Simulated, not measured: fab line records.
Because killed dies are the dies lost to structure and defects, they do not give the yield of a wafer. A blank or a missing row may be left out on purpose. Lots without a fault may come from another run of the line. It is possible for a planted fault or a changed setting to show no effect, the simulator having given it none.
Shared-tool check ; flow nand-harc ; 42 wafers sampled across 14 lots

== REASON IT WAS OPENED ==
Flagged at NHARC_A_ONON_D1_THK_MEAS_11: reading thk-nm, on 2 of 14 lots. Wafers without a fault read 1000 nm, standard deviation 10.
Rule: flag the lot when none of its wafers has a number, or when each of its wafers that has one lies beyond 4 standard deviations from that mean. All remaining lots are regarded as sound.

lot;measured;on;thk-nm (nm), wafer by wafer;flag
L881;day 7 18:02;film-metro-01;994 992 993;
L883;day 8 09:22;film-metro-02;1013 1013 1011;
L885;day 9 13:26;film-metro-01;1012 1013 1010;
L886;day 9 22:51;film-metro-01;1021 1021 1019;
L887;day 10 05:21;film-metro-01;995 997 995;
L888;day 10 13:37;film-metro-02;1011 1011 1012;
L889;day 11 04:16;film-metro-02;601 602 600;FLAGGED
L891;day 12 04:21;film-metro-02;577 577 577;FLAGGED
L898;day 14 13:58;film-metro-01;1003 1001 1001;
L899;day 15 06:16;film-metro-01;1011 1013 1013;
L900;day 15 15:10;film-metro-02;980 978 979;
L901;day 16 00:29;film-metro-02;1004 1005 1007;
L903;day 16 22:17;film-metro-01;986 987 988;
L904;day 17 05:32;film-metro-01;1006 1008 1005;
The mean of the flagged lots' numbers is 589 nm, -411 nm from the usual (-41 standard deviations).

== TOOL THAT RAN EACH LOT ==
The record keeps 1 process step preceding the reading, out of 1302 steps on the route. Read each cell as the tool, then ch plus the chambers that the sampled wafers visited, then the start.
lot;flag;NHARC_A_ONON_D1_DEP_09
L881;;pecvd-onon-02 ch 0, day 7 17:32
L883;;pecvd-onon-03 ch 0, day 8 08:52
L885;;pecvd-onon-01 ch 0, day 9 12:56
L886;;pecvd-onon-02 ch 0, day 9 22:23
L887;;pecvd-onon-02 ch 0, day 10 04:50
L888;;pecvd-onon-02 ch 0, day 10 13:07
L889;FLAGGED;pecvd-onon-02 ch 0, day 11 03:53
L891;FLAGGED;pecvd-onon-02 ch 0, day 12 03:50
L898;;pecvd-onon-03 ch 0, day 14 13:31
L899;;pecvd-onon-01 ch 0, day 15 05:49
L900;;pecvd-onon-01 ch 0, day 15 14:38
L901;;pecvd-onon-02 ch 0, day 15 23:59
L903;;pecvd-onon-01 ch 0, day 16 21:47
L904;;pecvd-onon-01 ch 0, day 17 05:01
What these steps do:
- NHARC_A_ONON_D1_DEP_09: target thk 1000 nm.
- NHARC_A_ONON_D1_THK_MEAS_11: measures by ellipsometry.

== FLAGGED OVER TOTAL, TOOL BY TOOL (the gauges that took the reading come last) ==
step;tool;lots run;flagged;share of the flagged lots;sound lots run after its first flagged lot
NHARC_A_ONON_D1_DEP_09;pecvd-onon-01;5;0;none;-
NHARC_A_ONON_D1_DEP_09;pecvd-onon-02;7;2;all;1 (L901)
NHARC_A_ONON_D1_DEP_09;pecvd-onon-03;2;0;none;-
NHARC_A_ONON_D1_THK_MEAS_11;film-metro-01;8;0;none;-
NHARC_A_ONON_D1_THK_MEAS_11;film-metro-02;6;2;all;2 (L900,L901)

== WHAT THE TABLE PERMITS ==
In 2 table rows, all flagged lots were run: pecvd-onon-02 (NHARC_A_ONON_D1_DEP_09), film-metro-02 (NHARC_A_ONON_D1_THK_MEAS_11).
- pecvd-onon-02 at NHARC_A_ONON_D1_DEP_09 ran 7 lots, 2 of them flagged. Sound lots ran on it after the first flagged one (L901), which a lasting fault on the whole tool wouldn't allow.
- film-metro-02 at NHARC_A_ONON_D1_THK_MEAS_11 ran 6 lots, 2 of them flagged. Sound lots ran on it after the first flagged one (L900, L901), which a lasting fault on the whole tool wouldn't allow.
There is no row in the table that ran each flagged lot and no sound lot after the first.

== WHAT THE SIMULATOR HAD PUT IN ==
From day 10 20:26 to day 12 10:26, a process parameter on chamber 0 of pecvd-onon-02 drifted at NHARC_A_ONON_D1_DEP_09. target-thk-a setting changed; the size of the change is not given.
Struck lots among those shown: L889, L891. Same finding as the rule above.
